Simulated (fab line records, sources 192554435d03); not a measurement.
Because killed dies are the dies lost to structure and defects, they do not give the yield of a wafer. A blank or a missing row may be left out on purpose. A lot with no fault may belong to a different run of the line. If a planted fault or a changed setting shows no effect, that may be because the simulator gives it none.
Matching of chambers ; flow n5_finfet ; cvd_co-01 running N5_BEOL_M5_PRE_CLEAN_77: 3 sister chambers
The step time 15 s. 27 wafers are shown with their chamber, then 12 later ones without.

## WAFERS PAIRED WITH THEIR CHAMBERS
wafer;chamber;heater_power_w (W)
L077.1;0;76
L077.2;2;64
L077.5;1;80
L076.2;2;62
L076.5;1;81
L076.6;0;74
L078.1;1;80
L078.2;2;63
L078.6;1;81
L080.1;2;63
L080.3;1;77
L080.5;0;77
L081.2;0;79
L081.4;1;78
L081.6;2;63
L082.1;0;78
L082.2;1;82
L082.6;1;79
L084.2;1;78
L084.3;0;79
L084.6;2;65
L089.2;0;79
L089.5;0;76
L089.6;1;80
L088.1;0;76
L088.3;2;64
L088.6;2;63

SIGNATURES (means of the wafers above)
reading;chamber 0;chamber 1;chamber 2;scatter within a chamber
heater_power_w;77.11;79.60;63.38;1.49
Rule: distance of a wafer from a chamber = root of the sum over the readings of ((wafer's reading minus chamber's mean) / reading's scatter) squared. If the next closest chamber is less than 2 further off than the closest, the wafer can't be placed; otherwise it belongs to the closest. The scatter: take each reading less its chamber's mean, square it, sum over the shown wafers, divide by the number of wafers less the number of chambers, and take the root.

## WAFERS WHOSE CHAMBER IS MISSING
wafer;heater_power_w (W)
L090.2;77
L090.5;77
L090.6;81
L092.2;75
L092.3;78
L092.5;65
L094.1;78
L094.3;80
L094.5;63
L095.3;77
L095.4;79
L095.5;80

## WHICH CHAMBER EACH ONE RAN IN
wafer;from the rows above;in truth
L090.2;can't be placed: 0 or 1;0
L090.5;can't be placed: 0 or 1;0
L090.6;can't be placed: 1 or 0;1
L092.2;can't be placed: 0 or 1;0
L092.3;can't be placed: 0 or 1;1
L092.5;2;2
L094.1;can't be placed: 0 or 1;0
L094.3;can't be placed: 1 or 0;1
L094.5;2;2
L095.3;can't be placed: 0 or 1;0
L095.4;can't be placed: 1 or 0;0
L095.5;can't be placed: 1 or 0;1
2 of 12 placed correctly. Cannot be placed on the basis of these rows: 10; the candidates contain the true chamber in 10. Wrongly placed: 0.
